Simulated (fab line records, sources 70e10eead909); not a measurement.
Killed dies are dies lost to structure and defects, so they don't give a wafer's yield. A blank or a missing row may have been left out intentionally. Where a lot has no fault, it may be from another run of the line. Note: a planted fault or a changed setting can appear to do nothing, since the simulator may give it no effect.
8D (eight disciplines) problem report, filled in by code ; flow nand_harc ; the parts of the form that need people (team, actions taken, sign-off) are left out

## 1. WHAT IS WRONG
killed_at_array at NHARC_END_SORT_01 reads a mean of 366 on 2 wafers of 2 lots; wafers without a fault read 58 with a standard deviation of 22. Measured from the usual mean, that is +14 standard deviations.
First seen on wafer L849.1, day 32 06:04, on prober-02. The record holds 5 wafers of 2 lots with a number at this step. The rule behind "out" and "out of limits": a value lying over 4 standard deviations away from the usual mean. The other wafers with a number count as sound.

## 2. WHAT IT IS; WHAT IT IS NOT
question;is;is not
which readings at this step;killed_at_array, killed_dies;killed_at_other, killed_at_periphery, killed_open, killed_short
which lots;L848, L849;-
which wafers of those lots;L848.3, L849.1;L848.6, L849.2, L849.5
read on which gauges;prober-01, prober-02;-
when;from day 32 06:04;"up to then (0 sound wafers); but 3 sound wafers of L848, L849 came after"

## 3. SUSPECTS, AND WHAT RULES EACH OUT
Counting: a tool at a process step up to the reading stays a suspect if it ran every lot that is out. Sound lots after the first of them don't rule it out here, since some wafers of a struck lot are sound.
- the gauge at NHARC_END_SORT_01 has been ruled out. The wafers that are out were read on 2 gauges (prober-01, prober-02).
- rie_diel-01 at NHARC_A_STAIRCASE_DESCUM_219 (chemistry O2, time 3 s): kept. It ran every lot that is out, first L848 (day 23 16:44).
- rie_diel-01 at NHARC_A_STAIRCASE_TRIM_220 (chemistry O2, time 211.2 s): kept. It ran every lot that is out, first L848 (day 23 16:50). Its own run_length_s readings are out on those wafers.
- rie_diel-01 at NHARC_A_STAIRCASE_ETCH_227 (etches the open film in C4F8/O2, target depth 100 nm, time 40.5 s): kept. It ran every lot that is out, first L849 (day 32 06:04). With no start given for some of its lots, NHARC_A_STAIRCASE_ETCH_227 uses the hours and lot order of NHARC_END_SORT_01.
Left after counting: rie_diel-01 at NHARC_A_STAIRCASE_DESCUM_219, rie_diel-01 at NHARC_A_STAIRCASE_TRIM_220, rie_diel-01 at NHARC_A_STAIRCASE_ETCH_227.

## 4. THE CAUSE (what the simulator had put in)
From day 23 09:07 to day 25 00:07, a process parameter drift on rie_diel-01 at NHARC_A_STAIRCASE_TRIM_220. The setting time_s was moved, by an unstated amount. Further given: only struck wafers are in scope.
After counting, 3 suspects remain, this tool included.

## 5. SEQUENCE OF EFFECTS, ordered by route
Each row: a reading whose mean over the struck wafers that have a number lies more than 3 standard deviations from the usual. Readings are gone through only where the record gives a usual standard deviation; hours: the median, over the lots, of the time from a lot's start at the first step in this table giving one to that lot's start at this step; sigmas: the change measured in usual standard deviations.
hours;step;reading;usual;on struck wafers;change;sigmas
0;NHARC_A_STAIRCASE_TRIM_220;run_length_s;232.4 s;291.9;+59.5;+99 or more
206;NHARC_END_SORT_01;killed_at_array;58;366;+308;+14
206;NHARC_END_SORT_01;killed_dies;64;370;+306;+14
Here are the process steps it includes:
- NHARC_A_STAIRCASE_TRIM_220: chemistry O2, time 211.2 s.

## 6. WHAT WOULD HAVE CAUGHT IT SOONER
The first out-of-limits reading at a measuring or inspecting step in this record came at day 32 06:04, 213 hours after the fault's start at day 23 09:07.
At NHARC_A_STAIRCASE_TRIM_220, the tool's own readings (run_length_s) were out on each struck wafer the step has a row for, so an alarm limit on them would have fired on the first such wafer.
All the lots that are out (2) had begun NHARC_A_STAIRCASE_TRIM_220 on rie_diel-01 by day 32 06:04. Had the tool been put on hold then, not one of them would have been saved.
